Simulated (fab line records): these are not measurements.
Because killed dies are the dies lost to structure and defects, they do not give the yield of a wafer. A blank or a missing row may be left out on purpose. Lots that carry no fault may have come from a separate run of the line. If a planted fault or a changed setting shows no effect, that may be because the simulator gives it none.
Chamber matching ; flow n5Finfet ; N5_BEOL_M12_DESCUM_15 on rieDiel-04 has 4 sister chambers
The step chemistry O2, time 7.9 s. 8 wafers are shown with their chamber, then 7 later ones without.

WAFERS, EACH WITH ITS CHAMBER
wafer;chamber;throttleValvePct (%);showerheadPlenumPTorr (Torr)
L081.3;3;20.50;2.12
L082.2;2;20.51;2.12
L082.5;1;20.43;2.04
L085.1;2;20.53;2.11
L085.2;0;20.27;2.06
L085.3;3;20.51;2.11
L086.4;1;20.42;2.03
L086.5;0;20.25;2.06

WAFERS WITHOUT THEIR CHAMBER
wafer;throttleValvePct (%);showerheadPlenumPTorr (Torr)
L086.6;20.42;2.03
L088.2;20.26;2.05
L088.3;20.45;2.03
L088.5;20.53;2.11
L092.2;20.28;2.05
L092.5;20.45;2.03
L092.6;20.54;2.11

WHICH CHAMBER EACH WENT THROUGH
wafer;from the rows above;in truth
L086.6;1;1
L088.2;0;0
L088.3;1;1
L088.5;can't be placed: 2 or 3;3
L092.2;0;0
L092.5;1;1
L092.6;can't be placed: 2 or 3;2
Correctly placed: 5 of 7. Unplaceable from these rows: 2, with the true chamber sitting among the candidates in 2. Wrongly placed: 0.
How it was worked out, from the rows above alone: a wafer's distance from a chamber is the root of the sum, over the readings, of the square of ((its reading less the chamber's mean) divided by the reading's scatter). The wafer belongs to the nearest chamber; if the next one is less than 2 further off, it can't be placed. For every chamber, the mean is computed from those of its wafers that are shown. The scatter is the square root of a quotient: the sum, over the shown wafers, of each reading's squared deviation from its chamber's mean, divided by wafers minus chambers.
